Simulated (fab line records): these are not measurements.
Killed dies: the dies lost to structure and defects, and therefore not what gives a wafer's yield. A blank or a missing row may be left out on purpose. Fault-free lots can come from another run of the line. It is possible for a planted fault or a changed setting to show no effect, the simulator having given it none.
fab line records -- flow n5Finfet
[record] lots = 9, wafers = 27, lastDay = 17
route steps=1938 shown BEOL_M3@1015 BEOL_M4@1023
lots with no fault: from the same line, run without faults
startH: the number of hours between the record's first day and the start of the first shown wafer of the lot -- waitH: hours since the lot's step before -- " as in the row above -- L1.1+2: one row covering several wafers at once -- - no value, or no start given -- * or withheld: withheld -- < > ~ a bound
route shown NAME@n: NAME is a module with steps in the file, n the number in the route of the first one -- usual: mean and standard deviation over wafers with no fault -- same: alike in all rows -- chamber/n: place in a boat -- sites: each site's reading -- _std_site: their standard deviation -- _edge_site: outer sites' mean less inner sites' -- radiusMm: how far each site lies from the wafer's centre -- mask NAME#n: copy n -- behind: tool/chamber where the wafer was last shaped -- hold: reason for holding the lot/hours on hold/outcome of the hold -- device: transistor that didn't switch, given as n, p or np -- end of line: the tests these same wafers got at the end of their route -- where a step has no rows: the recipe by itself -- killed: count of dies lost to structure and defects at first sort (not the wafer's yield) -- map: a wafer's dies, x killed, . not, _ none there
set.NAME: the setting that was run; set.NAME@STEP: the one run at that earlier step -- model.NAME: the simulator's own value behind a step, which no gauge read
one table for each step of the route and one row for each wafer, over a sample of lots
services: the hour from which a tool's chamber was out of use, counted from the record's first day as startH (under 0 if before that day), plus the number of hours and why
[[steps]]
[step N5_BEOL_M3_PRE_CLEAN_60]
[recipe] gas = NH3/H2, timeS = 15, tempC = *, rfPowerW = 300
[usual] heaterPowerW = 93/26, rfFwdPowerW = 296.7/1.2
lot.wafer,tool,chamber,startH,waitH,heaterPowerW,rfFwdPowerW
L926.1,cvdCo-01,1,173.00,0.0,69,297.7
L926.3,cvdCo-01,0,173.00,0.0,125,298.8
L926.6,cvdCo-01,1,173.00,0.0,70,298.2
L930.1,cvdCo-02,2,186.78,0.0,90,297.0
L930.2,cvdCo-02,0,186.78,0.0,60,296.2
L930.6,cvdCo-02,0,186.78,0.0,59,295.8
L937.2,cvdCo-01,0,236.87,0.0,127,298.3
L937.4,cvdCo-01,2,236.87,0.0,82,294.0
L937.6,cvdCo-01,1,236.87,0.0,72,297.1
L938.2,cvdCo-02,1,244.72,0.0,130,296.3
L938.3,cvdCo-02,2,244.72,0.0,90,297.2
L938.5,cvdCo-02,0,244.72,0.0,59,294.7
L936.1,cvdCo-02,2,247.72,0.1,89,297.4
L936.2,cvdCo-02,1,247.72,0.1,132,297.9
L936.5,cvdCo-02,0,247.72,0.1,60,294.1
L939.2,cvdCo-01,2,247.80,0.0,84,295.3
L939.4,cvdCo-01,1,247.80,0.0,71,297.7
L939.6,cvdCo-01,2,247.80,0.0,85,295.0
L942.2,cvdCo-02,0,271.27,0.0,60,297.3
L942.5,cvdCo-02,0,271.27,0.0,62,296.2
L942.6,cvdCo-02,2,271.27,0.0,93,298.2
L943.3,cvdCo-01,0,276.10,0.0,127,297.2
L943.4,cvdCo-01,2,276.10,0.0,84,296.9
L943.5,cvdCo-01,0,276.10,0.0,129,298.6
L944.4,cvdCo-01,2,286.70,0.1,85,295.9
L944.5,cvdCo-01,1,286.70,0.1,67,297.8
L944.6,cvdCo-01,0,286.70,0.1,131,296.9
[step N5_BEOL_M3_INSPECT_59]
[recipe] inspectInstrument = darkfield, mode = postDep
[usual] rawDefectCount = 73/22
lot.wafer,tool,chamber,startH,waitH,rawDefectCount
L926.1,defectInspect-01,-,173.28,0.0,112
L926.3,defectInspect-01,-,173.28,0.0,76
L926.6,defectInspect-01,-,173.28,0.0,78
L930.1,defectInspect-01,-,187.03,0.0,56
L930.2,defectInspect-01,-,187.03,0.0,97
L930.6,defectInspect-01,-,187.03,0.0,87
L937.2,defectInspect-01,-,237.15,0.0,81
L937.4,defectInspect-01,-,237.15,0.0,47
L937.6,defectInspect-01,-,237.15,0.0,78
L938.2,defectInspect-01,-,245.00,0.0,64
L938.3,defectInspect-01,-,245.00,0.0,47
L938.5,defectInspect-01,-,245.00,0.0,66
L936.1,defectInspect-02,-,247.97,0.0,62
L936.2,defectInspect-02,-,247.97,0.0,77
L936.5,defectInspect-02,-,247.97,0.0,33
L939.2,defectInspect-01,-,248.05,0.0,100
L939.4,defectInspect-01,-,248.05,0.0,115
L939.6,defectInspect-01,-,248.05,0.0,70
L942.2,defectInspect-01,-,271.52,0.0,61
L942.5,defectInspect-01,-,271.52,0.0,86
L942.6,defectInspect-01,-,271.52,0.0,76
L943.3,defectInspect-02,-,276.35,0.0,77
L943.4,defectInspect-02,-,276.35,0.0,44
L943.5,defectInspect-02,-,276.35,0.0,52
L944.4,defectInspect-01,-,286.93,0.0,38
L944.5,defectInspect-01,-,286.93,0.0,26
L944.6,defectInspect-01,-,286.93,0.0,52
[step N5_BEOL_M4_PECVD_72]
[recipe] material = SiO2, targetThkA = 160, tempC = 400, precursor = TEOS/O2, pressureTorr = 5.5, rfW = 450, teosFlowSccm = 53.8, gas = O2, flowSccm = 3000, timeS = 18
[usual] heaterPowerW = 702/81, rfFwdPowerW = 443.8/2.1, showerheadPlenumPTorr = 8.81/0.058, throttleValvePct = 22.6/1.4
lot.wafer,tool,chamber,startH,waitH,heaterPowerW,rfFwdPowerW,showerheadPlenumPTorr,throttleValvePct
L926.1,pecvd-01,1,173.42,0.0,743,443.6,8.73,24.1
L926.3,pecvd-01,0,173.42,0.0,771,444.7,8.78,21.1
L926.6,pecvd-01,0,173.42,0.0,782,444.6,8.78,21.0
L930.1,pecvd-02,0,187.17,0.0,785,441.6,8.82,22.6
L930.2,pecvd-02,1,187.17,0.0,660,442.7,8.86,24.7
L930.6,pecvd-02,2,187.17,0.0,628,444.0,8.85,21.9
L937.2,pecvd-01,2,237.29,0.0,716,441.3,8.75,19.9
L937.4,pecvd-01,0,237.29,0.0,846,445.9,8.78,21.1
L937.6,pecvd-01,2,237.29,0.0,698,442.8,8.74,19.8
L938.2,pecvd-01,2,245.16,0.0,600,443.3,8.76,19.9
L938.3,pecvd-01,2,245.16,0.0,647,441.9,8.75,20.0
L938.5,pecvd-01,0,245.16,0.0,759,444.0,8.78,21.2
L936.1,pecvd-01,1,248.12,0.1,735,448.9,8.72,23.9
L936.2,pecvd-01,0,248.12,0.1,876,445.2,8.80,21.2
L936.5,pecvd-01,2,248.12,0.1,703,443.3,8.75,20.2
L939.2,pecvd-02,0,248.19,0.0,672,446.7,8.79,22.8
L939.4,pecvd-02,2,248.19,0.0,699,444.4,8.84,21.9
L939.6,pecvd-02,1,248.19,0.0,571,443.5,8.88,24.4
L942.2,pecvd-02,1,271.66,0.0,605,441.5,8.89,24.4
L942.5,pecvd-02,0,271.66,0.0,747,443.5,8.84,23.0
L942.6,pecvd-02,1,271.66,0.0,591,440.7,8.88,24.5
L943.3,pecvd-02,1,276.49,0.0,600,443.2,8.90,24.3
L943.4,pecvd-02,0,276.49,0.0,739,443.0,8.81,22.9
L943.5,pecvd-02,1,276.49,0.0,597,443.0,8.87,24.5
L944.4,pecvd-02,2,287.09,0.1,676,441.9,8.83,21.9
L944.5,pecvd-02,1,287.09,0.1,605,442.6,8.86,24.6
L944.6,pecvd-02,0,287.09,0.1,792,445.3,8.81,22.7
[step N5_BEOL_M4_STRIP_66]
[recipe] chemistry = CF4, resist = SiARC, powerW = 300, biasPowerW = 75, pressureMtorr = 50, cf4FlowSccm = 150, rfFrequencyHz = 6e+07
[usual] biasPowerW = 75.01/0.23, cf4FlowSccm = 150.0/0.49, drypumpMotorCurrentA = 5.67/0.28, oesProductAu = 0.78/0.078, rfFwdPowerW = 292.6/0.89, rfVppV = 271.1/1.5, showerheadPlenumPTorr = 1.79/0.053, throttleValvePct = 13.68/0.25
lot.wafer,tool,chamber,startH,waitH,biasPowerW,cf4FlowSccm,drypumpMotorCurrentA,oesProductAu,rfFwdPowerW,rfHoursCounterH,rfVppV,showerheadPlenumPTorr,throttleValvePct
L926.1,rieDiel-01,1,175.80,0.0,74.92,150.0,5.92,0.78,292.0,110,274.8,1.85,13.36
L926.3,rieDiel-01,0,175.80,0.0,74.78,149.9,6.21,0.78,292.3,124,273.4,1.82,13.77
L926.6,rieDiel-01,0,175.80,0.0,75.09,150.0,6.21,0.79,292.5,-,271.0,1.82,13.75
L930.1,rieDiel-03,1,189.97,0.0,74.97,150.7,5.38,0.69,291.5,219,269.2,1.71,13.90
L930.2,rieDiel-03,2,189.97,0.0,74.71,149.7,5.73,0.73,292.4,171,270.1,1.73,13.64
L930.6,rieDiel-03,0,189.97,0.0,75.56,149.8,5.52,0.69,291.5,-,272.0,1.85,14.02
L937.2,rieDiel-03,2,239.96,0.0,74.96,150.1,5.71,0.72,293.3,189,270.2,1.72,13.69
L937.4,rieDiel-03,1,239.96,0.0,75.04,149.9,5.36,0.68,293.9,237,267.5,1.70,13.94
L937.6,rieDiel-03,1,239.96,0.0,75.02,150.5,5.36,0.68,292.6,-,268.3,1.70,13.94
L938.2,rieDiel-03,0,247.47,0.0,-,-,-,-,-,-,-,-,-
L938.3,rieDiel-03,1,247.47,0.0,-,-,-,-,-,-,-,-,-
L938.5,rieDiel-03,2,247.47,0.0,-,-,-,-,-,-,-,-,-
L936.1,rieDiel-01,3,251.27,0.0,-,-,-,-,-,-,-,-,-
L936.2,rieDiel-01,2,251.27,0.0,-,-,-,-,-,-,-,-,-
L936.5,rieDiel-01,0,251.27,0.0,-,-,-,-,-,-,-,-,-
L939.2,rieDiel-01,2,251.84,0.0,74.77,149.9,6.18,0.88,294.1,43,273.0,1.82,13.46
L939.4,rieDiel-01,0,251.84,0.0,75.03,149.9,6.21,0.76,293.2,152,271.8,1.81,13.83
L939.6,rieDiel-01,2,251.84,0.0,74.88,150.4,6.19,0.88,292.9,-,272.6,1.81,13.44
L942.2,rieDiel-05,2,273.38,0.0,75.02,149.9,5.87,0.85,292.1,48,272.3,1.78,13.85
L942.5,rieDiel-05,3,273.38,0.0,75.12,150.6,5.29,0.86,292.7,-,270.0,1.76,13.78
L942.6,rieDiel-05,2,273.38,0.0,74.99,150.0,5.87,0.86,291.1,-,269.8,1.78,13.84
L943.3,rieDiel-01,2,279.68,0.0,75.11,150.6,6.18,0.88,294.2,52,272.0,1.81,13.50
L943.4,rieDiel-01,0,279.68,0.0,74.77,150.0,6.20,0.75,291.9,161,271.7,1.81,13.85
L943.5,rieDiel-01,2,279.68,0.0,75.40,150.4,6.16,0.87,293.4,-,270.6,1.81,13.47
L944.4,rieDiel-03,0,288.87,0.0,74.87,150.7,5.53,0.67,292.2,-,272.5,1.84,14.11
L944.5,rieDiel-03,2,288.87,0.0,74.73,149.4,5.71,0.70,293.8,-,269.4,1.72,13.73
L944.6,rieDiel-03,3,288.87,0.0,75.09,150.4,5.61,0.79,293.8,-,272.6,1.80,13.48
[step N5_BEOL_M4_RC_MEAS_101]
[usual] DIBL_N = 35.4/2.1, DIBL_P = 34.8/2.6, IOFF_N = 0.15/0.037, IOFF_P = 0.19/0.037, ION_N = 677/16, ION_P = 462/9.3, SS_N = 71.4/0.75, SS_P = 72.9/0.77, VT_N = 250/3.7, VT_P = -251/3.5
lot.wafer,tool,chamber,startH,waitH,DIBL_N[mV/V],DIBL_P[mV/V],IOFF_N[nA/um],IOFF_P[nA/um],ION_N[uA/um],ION_P[uA/um],SS_N[mV/dec],SS_P[mV/dec],VT_N[mV],VT_P[mV]
L926.1,prober-01,0,197.97,0.0,35.3,35.4,0.15,0.19,690,464,71.8,73.3,245,-253
L926.3,prober-01,0,197.97,0.0,36.9,36.0,0.16,0.18,677,453,71.4,72.7,250,-255
L926.6,prober-01,0,197.97,0.0,31.4,29.3,0.09,0.12,657,449,70.0,71.3,256,-259
L930.1,prober-01,0,202.96,0.5,34.8,33.8,0.13,0.16,664,456,71.1,73.1,251,-257
L930.2,prober-01,0,202.96,0.5,37.2,36.0,0.16,0.18,678,457,71.7,73.2,248,-253
L930.6,prober-01,0,202.96,0.5,34.0,32.3,0.12,0.13,660,448,70.9,71.5,255,-257
L937.2,prober-01,0,252.84,0.2,35.2,34.9,0.15,0.21,683,467,71.2,73.5,248,-248
L937.4,prober-01,0,252.84,0.2,35.3,34.9,0.14,0.21,679,469,71.3,73.1,249,-249
L937.6,prober-01,0,252.84,0.2,33.4,32.1,0.12,0.17,674,462,71.4,72.2,254,-250
L938.2,prober-01,0,255.53,0.2,33.4,32.6,0.11,0.17,661,455,71.3,72.1,254,-250
L938.3,prober-01,0,255.53,0.2,32.9,31.6,0.10,0.15,643,453,70.7,72.0,260,-253
L938.5,prober-01,0,255.53,0.2,36.4,34.9,0.15,0.20,652,452,72.4,72.8,253,-249
L936.1,prober-02,0,258.33,0.0,33.6,33.6,0.15,0.20,688,480,70.6,72.4,246,-248
L936.2,prober-02,0,258.33,0.0,35.7,36.7,0.18,0.24,682,469,71.7,72.5,248,-248
L936.5,prober-02,0,258.33,0.0,34.1,34.6,0.16,0.22,700,479,71.4,72.1,246,-250
L939.2,prober-02,0,260.80,0.2,38.6,39.2,0.20,0.24,681,474,72.1,73.5,248,-249
L939.4,prober-02,0,260.80,0.2,33.9,33.0,0.12,0.15,668,460,71.0,72.4,252,-255
L939.6,prober-02,0,260.80,0.2,39.1,38.8,0.18,0.23,672,464,71.7,73.8,251,-251
L942.2,prober-01,0,283.74,0.2,33.2,32.4,0.11,0.15,670,451,70.2,72.3,255,-254
L942.5,prober-01,0,283.74,0.2,36.7,37.0,0.16,0.20,692,469,71.6,73.0,251,-251
L942.6,prober-01,0,283.74,0.2,34.9,35.9,0.14,0.20,669,463,70.1,73.3,251,-251
L943.3,prober-01,0,286.65,0.3,36.2,36.9,0.18,0.22,694,472,72.3,72.9,247,-249
L943.4,prober-01,0,286.65,0.3,37.5,38.8,0.21,0.25,697,472,72.2,73.3,246,-249
L943.5,prober-01,0,286.65,0.3,37.8,38.8,0.20,0.24,696,471,72.2,73.0,245,-245
L944.4,prober-01,0,303.34,0.5,35.9,34.1,0.13,0.15,656,449,71.6,72.8,255,-254
L944.5,prober-01,0,303.34,0.5,39.2,39.1,0.20,0.22,709,469,72.2,74.6,245,-253
L944.6,prober-01,0,303.34,0.5,35.8,33.8,0.13,0.14,668,445,71.5,73.2,254,-261
[[services]]
tool,chamber,startH,hours,kind
rieDiel-03,3,149.91,2.5,repair
rieDiel-01,3,153.44,-,clean
rieDiel-01,3,153.44,-,consumableReplace:focusRing
rieDiel-01,3,153.44,-,consumableReplace:showerhead
rieDiel-01,3,153.44,27.5,scheduledDown
rieDiel-01,3,153.44,27.5,ventCycle
rieDiel-05,-,180.40,15.6,pm
pecvd-01,2,202.38,-,clean
pecvd-01,2,202.38,-,consumableReplace:showerhead
pecvd-01,2,202.38,29.0,scheduledDown
pecvd-01,2,202.38,29.0,ventCycle
pecvd-02,1,204.81,2.1,scheduledDown
pecvd-02,2,212.94,5.5,scheduledDown
pecvd-01,1,234.87,10.4,repair
pecvd-02,-,240.78,1.8,repair
rieDiel-03,-,253.52,0.4,repair
pecvd-02,1,256.42,-,calibration
pecvd-01,1,262.38,5.5,scheduledDown
rieDiel-05,0,265.47,8.7,repair
rieDiel-03,1,276.68,-,clean
rieDiel-03,1,276.68,-,consumableReplace:focusRing
rieDiel-05,2,279.25,2.4,repair
rieDiel-05,0,287.52,1.8,repair
rieDiel-01,3,288.67,23.6,repair
[[key]]
[firstSign] step = N5_BEOL_M4_STRIP_66, reading = toolRecord, direction = missing
effect none on later readings
metAt N5_BEOL_M4_STRIP_66
struckLots L936,L938
notActingAt N5_BEOL_M3_PRE_CLEAN_60,N5_BEOL_M3_INSPECT_59,N5_BEOL_M4_PECVD_72
onsetBetween 239.96 247.47
[fault] kind = skippedStepWhole, tool = rieDiel-01,rieDiel-03, chamber = -, onsetH = 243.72, steps = N5_BEOL_M4_STRIP_66, scope = struckLotsOnly
